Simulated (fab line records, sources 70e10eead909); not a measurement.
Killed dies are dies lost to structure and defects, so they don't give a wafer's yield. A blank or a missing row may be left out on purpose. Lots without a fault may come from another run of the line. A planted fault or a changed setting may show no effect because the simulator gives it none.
Which tool did it? | flow nand_harc | 6 lots, 18 wafers sampled, at 4 steps of a route of 1302

WHAT THE GAUGES READ, wafer by wafer
NHARC_A_SGD_CUT_CD_MEAS_09: target cd 100 nm.
lot  | measured     | on        | cd_nm (nm)
L920 | day 19 17:44 | cd_sem-03 | 100.0 100.9 100.1
L924 | day 21 09:21 | cd_sem-03 | 99.7 99.0 100.3
L931 | day 23 19:10 | cd_sem-03 | 100.7 99.8 99.5
L933 | day 25 03:31 | cd_sem-02 | 104.2 104.0 104.5
L937 | day 26 16:35 | cd_sem-03 | 101.0 100.7 100.5
L940 | day 27 23:07 | cd_sem-02 | 100.1 99.6 99.5

WHICH TOOL RAN EACH LOT (tool, then ch and the chambers of the sampled wafers, then the start)
lot  | NHARC_A_STAIRCASE_ETCHBACK_157     | NHARC_A_STAIRCASE_CMP_472     | NHARC_A_SGD_CUT_EXPOSE_06
L920 | rie_diel-06 ch 0,2, day 19 16:04   | cmp-01 ch 0,1,3, day 19 16:37 | arfi_scanner-01 ch 0, day 19 17:37
L924 | rie_diel-13 ch 0,1,2, day 21 07:46 | cmp-02 ch 0,2,3, day 21 08:19 | arfi_scanner-03 ch 0, day 21 09:13
L931 | rie_diel-13 ch 0,1, day 23 17:24   | cmp-02 ch 0,3, day 23 17:59   | arfi_scanner-02 ch 0, day 23 19:02
L933 | rie_diel-01 ch 1,2, day 25 01:57   | cmp-04 ch 0,1,2, day 25 02:34 | arfi_scanner-01 ch 0, day 25 03:22
L937 | rie_diel-13 ch 1,3, day 26 14:53   | cmp-01 ch 2,3, day 26 15:28   | arfi_scanner-02 ch 0, day 26 16:26
L940 | rie_diel-06 ch 0,2, day 27 21:31   | cmp-01 ch 0,1,3, day 27 22:07 | arfi_scanner-03 ch 0, day 27 22:59
- NHARC_A_STAIRCASE_ETCHBACK_157: etches the open film in CH3F/O2, target depth 90 nm, time 167.14 s.
- NHARC_A_STAIRCASE_CMP_472: polishes SiO2.
- NHARC_A_SGD_CUT_EXPOSE_06: exposes mask SGD.

THE ANSWER, worked out from the rows above alone
Rule: what is usual is taken from the lots themselves. Put in order of their means at a reading, lots are off if they are a third of the lots or fewer, leave a main group of 4 or more, and stand apart from it by a gap of 3 or more times the standard deviation of the main group's means; of several such gaps the widest counts. A main group whose means are all the same, to the digits that the tables above print for the reading, isn't used. A lot without any number at a reading at which 4 lots or more have one is off too. The other lots that the step has rows for count as sound.
Off: L933, at NHARC_A_SGD_CUT_CD_MEAS_09 (cd_nm). The main group: mean 100.1 nm, standard deviation 0.4.
A tool fits if, at a process step before that reading, it ran every lot that is off, and no sound lot after the first of them. The gauges at NHARC_A_SGD_CUT_CD_MEAS_09 are tried like those tools. Can't be told from this: 3 tools fit, rie_diel-01 at NHARC_A_STAIRCASE_ETCHBACK_157, cmp-04 at NHARC_A_STAIRCASE_CMP_472, arfi_scanner-01 at NHARC_A_SGD_CUT_EXPOSE_06.

WHAT THE SIMULATOR HAD PUT IN
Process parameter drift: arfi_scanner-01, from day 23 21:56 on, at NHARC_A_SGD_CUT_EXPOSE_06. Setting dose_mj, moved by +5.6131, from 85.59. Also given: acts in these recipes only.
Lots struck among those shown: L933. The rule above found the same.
